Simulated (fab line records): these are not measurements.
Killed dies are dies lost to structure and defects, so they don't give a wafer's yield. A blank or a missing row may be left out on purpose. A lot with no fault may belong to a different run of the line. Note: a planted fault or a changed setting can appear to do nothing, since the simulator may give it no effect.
fab line records    flow nand_harc    part 2 of 2: steps 23 to 30 of 30
[record] lots = 5  wafers = 15  last_day = 32
route steps=1302 shown A_STAIRCASE@655
lots that met no fault: from a run of the same line without faults
start_h: hours from the record's opening day to when the first of the lot's shown wafers began    wait_h: hours elapsed since this lot's preceding step    " unchanged from the row above    L1.1+2: a row that stands for several wafers    - either no value or no given start    * or withheld: withheld    < > ~ a bound
route shown NAME@n: a module of which the file shows steps, and the number in the route of the first    usual: average and standard deviation across the fault-free wafers    same: alike in all rows    chamber/n: place in a boat    sites: readings site by site    _std_site: how widely they spread, as a standard deviation    _edge_site: mean of outer sites minus mean of inner sites    radius_mm: how far each site lies from the wafer's centre    mask NAME#n: copy n    behind: tool/chamber where the wafer was last shaped    hold: why the lot was held/for how many hours/how that ended    device: names the non-switching transistor (n, p or np)    end of line: tests run on the same wafers once the route is complete    a step without rows: its recipe alone    killed: dies lost to structure and defects at the first sort, not the wafer's yield    map: shows each die of a wafer: x if killed, . if not, _ if none is there
set.NAME: setting as actually run; set.NAME@STEP: the setting as run at that earlier step    model.NAME: the simulator's own value behind a step, which no gauge read
certain route steps with their lots: each step a table, each wafer a row
services: from which hour (start_h, from the record's first day; less than 0 if before it) a tool's chamber was out of use, for how many hours, and why
[[steps]]
[step NHARC_A_STAIRCASE_TRIM_22]
[recipe] time_s = 211.2  o2_flow_sccm = 500  ar_flow_sccm = 0  bias_w = 0  chemistry = O2
[usual] drypump_motor_current_A = 5.7/0.52  oes_product_au = 0.998/0.011  rf_vpp_V = 57.8/0.86  showerhead_plenum_p_Torr = 3.51/0.1  throttle_valve_pct = 17.037/0.0091
lot.wafer  tool         chamber  start_h  wait_h  drypump_motor_current_A  oes_product_au  rf_hours_counter_h  rf_vpp_V  showerhead_plenum_p_Torr  throttle_valve_pct
L075.4     rie_diel-11  1        -        -       5.7                      0.993           31                  58.7      3.56                      17.041
L075.2     "            2        "        "       5.6                      0.998           30                  58.2      3.61                      17.045
L075.6     "            3        "        "       6.1                      1.012           -                   58.1      3.32                      17.033
L078.1     rie_diel-13  0        -        -       5.6                      1.007           3                   58.3      3.68                      17.036
L078.3     "            2        "        "       5.0                      1.000           14                  57.8      3.51                      17.026
L078.2     "            3        "        "       6.3                      1.005           14                  57.3      3.58                      17.037
L091.2     rie_diel-02  1        -        -       6.3                      0.999           36                  57.2      3.59                      17.029
L091.6     "            3        "        "       5.2                      0.992           -                   58.8      3.44                      17.028
L091.5     "            0        "        "       5.1                      0.994           -                   58.1      3.54                      17.022
L090.1     rie_diel-13  0        -        -       5.6                      1.000           38                  59.0      3.66                      17.036
L090.3     "            1        "        "       5.6                      1.001           55                  58.4      3.35                      17.034
L090.6     "            3        "        "       6.3                      1.009           -                   57.8      3.56                      17.055
L094.1     rie_diel-13  2        -        -       5.0                      1.003           6                   56.9      3.48                      17.033
L094.2     "            1        "        "       5.6                      0.989           5                   56.5      3.35                      17.041
L094.6     "            2        "        "       5.0                      0.981           -                   59.0      3.48                      17.026
[step NHARC_A_STAIRCASE_ETCH_23]
[recipe] target_depth_a = 1000  time_s = 40.5  ion_energy_ev = 400  c4f8_flow_sccm = 20  o2_flow_sccm = 10  ar_flow_sccm = withheld  rf_w = 600  bias_w = 1000  chemistry = C4F8/O2
[usual] oes_product_au = 0.943/0.012  rf_vpp_V = 895/3.8
lot.wafer  tool         chamber  start_h  wait_h  oes_product_au  rf_hours_counter_h  rf_vpp_V
L075.4     rie_diel-11  2        -        -       0.970           30                  900
L075.2     "            3        "        "       0.968           33                  889
L075.6     "            2        "        "       0.969           -                   899
L078.1     rie_diel-13  3        -        -       0.958           14                  899
L078.3     "            0        "        "       0.932           3                   901
L078.2     "            1        "        "       0.934           15                  890
L091.2     rie_diel-02  1        -        -       0.956           36                  897
L091.5     "            0        "        "       0.945           -                   895
L091.6     "            1        "        "       0.956           -                   897
L090.3     rie_diel-13  1        -        -       0.941           55                  889
L090.1     "            2        "        "       0.961           53                  894
L090.6     "            1        "        "       0.936           -                   892
L094.2     rie_diel-13  2        -        -       0.935           6                   895
L094.1     "            0        "        "       0.916           6                   901
L094.6     "            0        "        "       0.907           -                   901
[step NHARC_A_STAIRCASE_TRIM_24]
[recipe] time_s = 211.2  o2_flow_sccm = 500  ar_flow_sccm = 0  bias_w = 0  chemistry = O2
[usual] drypump_motor_current_A = 5.7/0.51  oes_product_au = 0.999/0.0096  rf_vpp_V = 57.7/0.86  showerhead_plenum_p_Torr = 3.51/0.097  throttle_valve_pct = 17.037/0.0093
lot.wafer  tool         chamber  start_h  wait_h  drypump_motor_current_A  oes_product_au  rf_hours_counter_h  rf_vpp_V  showerhead_plenum_p_Torr  throttle_valve_pct
L075.4     rie_diel-11  2        -        -       5.6                      1.001           30                  57.6      3.61                      17.044
L075.2     "            0        "        "       6.5                      0.987           33                  56.7      3.43                      17.032
L075.6     "            2        "        "       5.6                      1.004           -                   57.0      3.61                      17.048
L078.1     rie_diel-13  2        -        -       5.0                      1.011           14                  57.7      3.51                      17.037
L078.2     "            3        "        "       6.3                      1.011           14                  57.5      3.58                      17.025
L078.3     "            0        "        "       5.6                      0.999           3                   58.6      3.68                      17.035
L091.2     rie_diel-02  3        -        -       5.2                      0.993           38                  58.2      3.44                      17.028
L091.6     "            0        "        "       5.1                      0.998           -                   58.0      3.54                      17.044
L091.5     "            1        "        "       6.3                      1.000           -                   58.6      3.59                      17.037
L090.3     rie_diel-13  2        -        -       5.0                      1.021           53                  56.4      3.49                      17.048
L090.1     "            3        "        "       6.4                      0.999           46                  57.5      3.56                      17.035
L090.6     "            1        "        "       5.6                      0.995           -                   57.3      3.35                      17.038
L094.1     rie_diel-13  0        -        -       5.6                      0.971           6                   58.9      3.66                      17.036
L094.2     "            2        "        "       5.0                      1.000           6                   58.4      3.48                      17.031
L094.6     "            1        "        "       5.6                      0.996           -                   58.2      3.35                      17.036
[step NHARC_A_STAIRCASE_ETCH_25]
[recipe] target_depth_a = 1000  time_s = 40.5  ion_energy_ev = 400  c4f8_flow_sccm = 20  o2_flow_sccm = 10  ar_flow_sccm = withheld  rf_w = 600  bias_w = 1000  chemistry = C4F8/O2
[usual] oes_product_au = 0.942/0.011  rf_vpp_V = 895/3.7
lot.wafer  tool         chamber  start_h  wait_h  oes_product_au  rf_hours_counter_h  rf_vpp_V
L075.2     rie_diel-11  2        -        -       0.961           31                  899
L075.4     "            3        "        "       0.961           33                  888
L075.6     "            2        "        "       0.955           -                   899
L078.2     rie_diel-13  3        -        -       0.954           14                  899
L078.1     "            0        "        "       0.937           3                   902
L078.3     "            1        "        "       0.939           15                  891
L091.2     rie_diel-02  2        -        -       0.938           36                  895
L091.5     "            3        "        "       0.936           -                   893
L091.6     "            0        "        "       0.930           -                   897
L090.3     rie_diel-13  2        -        -       0.965           53                  895
L090.1     "            0        "        "       0.942           38                  902
L090.6     "            3        "        "       0.943           -                   898
L094.2     rie_diel-13  0        -        -       0.917           6                   900
L094.1     "            1        "        "       0.940           6                   889
L094.6     "            1        "        "       0.933           -                   890
[step NHARC_A_STAIRCASE_TRIM_26]
[recipe] time_s = 211.2  o2_flow_sccm = 500  ar_flow_sccm = 0  bias_w = 0  chemistry = O2
[usual] drypump_motor_current_A = 5.7/0.53  oes_product_au = 0.997/0.0099  rf_vpp_V = 57.8/0.82  showerhead_plenum_p_Torr = 3.50/0.099  throttle_valve_pct = 17.037/0.0085
lot.wafer  tool         chamber  start_h  wait_h  drypump_motor_current_A  oes_product_au  rf_hours_counter_h  rf_vpp_V  showerhead_plenum_p_Torr  throttle_valve_pct
L075.4     rie_diel-11  0        -        -       6.5                      0.985           33                  58.0      3.43                      17.025
L075.2     "            1        "        "       5.7                      0.988           31                  56.8      3.56                      17.042
L075.6     "            3        "        "       6.1                      1.011           -                   57.0      3.32                      17.040
L078.1     rie_diel-13  2        -        -       4.9                      1.010           15                  56.4      3.51                      17.037
L078.2     "            0        "        "       5.6                      0.995           3                   58.5      3.68                      17.028
L078.3     "            1        "        "       5.6                      0.994           15                  58.1      3.37                      17.049
L091.2     rie_diel-02  2        -        -       6.4                      0.987           36                  57.9      3.47                      17.041
L091.6     "            2        "        "       6.3                      0.991           -                   58.3      3.47                      17.037
L091.5     "            3        "        "       5.2                      0.997           -                   56.4      3.44                      17.027
L090.3     rie_diel-13  1        -        -       5.6                      0.992           55                  56.8      3.35                      17.017
L090.1     "            3        "        "       6.3                      1.001           46                  58.0      3.56                      17.025
L090.6     "            2        "        "       5.0                      1.023           -                   57.1      3.49                      17.033
L094.1     rie_diel-13  1        -        -       5.6                      1.000           6                   57.5      3.35                      17.023
L094.2     "            0        "        "       5.6                      0.981           6                   57.8      3.66                      17.039
L094.6     "            1        "        "       5.6                      0.997           -                   57.0      3.35                      17.033
[step NHARC_A_STAIRCASE_ETCH_27]
[recipe] target_depth_a = 1000  time_s = 40.5  ion_energy_ev = 400  c4f8_flow_sccm = 20  o2_flow_sccm = 10  ar_flow_sccm = withheld  rf_w = 600  bias_w = 1000  chemistry = C4F8/O2
[usual] oes_product_au = 0.941/0.012  rf_vpp_V = 895/3.7
lot.wafer  tool         chamber  start_h  wait_h  oes_product_au  rf_hours_counter_h  rf_vpp_V
L075.2     rie_diel-11  1        -        -       0.948           31                  897
L075.4     "            3        "        "       0.952           33                  888
L075.6     "            1        "        "       0.939           -                   897
L078.3     rie_diel-13  0        -        -       0.926           4                   903
L078.2     "            2        "        "       0.939           15                  897
L078.1     "            3        "        "       0.959           14                  898
L091.2     rie_diel-02  0        -        -       0.940           39                  897
L091.6     "            2        "        "       0.929           -                   895
L091.5     "            3        "        "       0.929           -                   893
L090.3     rie_diel-13  1        -        -       0.933           55                  889
L090.1     "            2        "        "       0.950           53                  895
L090.6     "            2        "        "       0.963           -                   895
L094.2     rie_diel-13  1        -        -       0.932           6                   888
L094.1     "            2        "        "       0.937           6                   893
L094.6     "            0        "        "       0.912           -                   900
[step NHARC_A_STAIRCASE_STRIP_175]
[recipe] power_w = 1500  temp_c = 250  chemistry = O2
[usual] drypump_motor_current_A = 5.7/0.63  heater_power_w = 314/37  temp_c = 249.99/0.17
lot.wafer  tool             chamber  start_h  wait_h  drypump_motor_current_A  heater_power_w  rf_hours_counter_h  temp_c
L075.2     plasma_asher-01  1        366.52   0.1     6.2                      368             4                   249.93
L075.4     "                0        "        "       6.3                      338             -                   249.72
L075.6     "                1        "        "       6.2                      355             -                   249.99
L078.1     plasma_asher-02  1        401.01   0.1     5.6                      279             20                  250.05
L078.2     "                0        "        "       4.7                      282             20                  250.02
L078.3     "                0        "        "       4.7                      282             -                   249.78
L091.2     plasma_asher-02  0        521.42   0.1     4.7                      279             9                   250.04
L091.6     "                0        "        "       4.7                      272             -                   249.88
L091.5     "                1        "        "       5.6                      275             -                   250.06
L090.1     plasma_asher-02  0        521.75   0.2     4.7                      272             9                   249.73
L090.3     "                1        "        "       5.6                      276             -                   250.24
L090.6     "                1        "        "       5.6                      279             -                   250.04
L094.2     plasma_asher-02  0        555.69   0.1     4.7                      273             15                  249.82
L094.1     "                1        "        "       5.6                      275             15                  249.83
L094.6     "                1        "        "       5.6                      279             -                   249.78
[step NHARC_A_STAIRCASE_STRIP_148]
[recipe] time_s = 900  temp_c = 130  chemistry = SPM
[usual] bath_heat_duty_pct = 15.6/1.6  temp_c = 130.01/0.14
lot.wafer  tool          chamber  start_h  wait_h  bath_heat_duty_pct  temp_c
L075.4     wet_bench-02  2        366.82   0.2     14.5                129.81
L075.2     "             6        "        "       14.5                130.06
L075.6     "             7        "        "       16.3                129.97
L078.2     wet_bench-05  4        401.37   0.3     12.9                130.01
L078.3     "             7        "        "       15.4                129.87
L078.1     "             0        "        "       16.1                129.77
L091.6     wet_bench-09  4        521.77   0.1     18.4                130.09
L091.2     "             5        "        "       16.0                129.90
L091.5     "             1        "        "       14.2                129.73
L090.3     wet_bench-09  3        522.05   0.2     13.6                130.06
L090.6     "             4        "        "       16.6                130.02
L090.1     "             7        "        "       15.9                130.18
L094.1     wet_bench-09  7        556.03   0.3     17.0                129.92
L094.6     "             1        "        "       16.0                129.91
L094.2     "             4        "        "       15.1                129.87
[[services]]
tool             chamber  start_h  hours  kind
rie_diel-13      0        340.89   31.2   repair
rie_diel-13      -        345.91   9.0    pm
wet_bench-09     -        352.80   8.0    pm
rie_diel-13      0        377.43   11.2   repair
krf_scanner-03   -        386.48   19.4   repair
krf_scanner-02   -        393.36   4.5    repair
rie_diel-02      -        393.87   9.0    pm
rie_diel-11      1        399.63   34.1   repair
litho_track-02   -        402.00   7.0    pm
rie_diel-11      3        405.17   43.9   repair
krf_scanner-02   -        413.23   1.5    repair
wet_bench-02     -        420.00   8.0    pm
rie_diel-11      -        432.79   9.0    pm
wet_bench-05     -        436.93   8.0    pm
krf_scanner-02   -        438.05   4.0    pm
litho_track-03   -        450.02   7.0    pm
plasma_asher-02  -        469.29   9.0    pm
rie_diel-11      0        469.56   11.5   repair
litho_track-05   -        474.00   7.0    pm
krf_scanner-02   -        490.02   0.4    repair
rie_diel-02      3        511.41   3.6    repair
rie_diel-13      -        522.91   9.0    pm
wet_bench-09     -        528.80   8.0    pm
rie_diel-13      3        546.24   106.8  repair
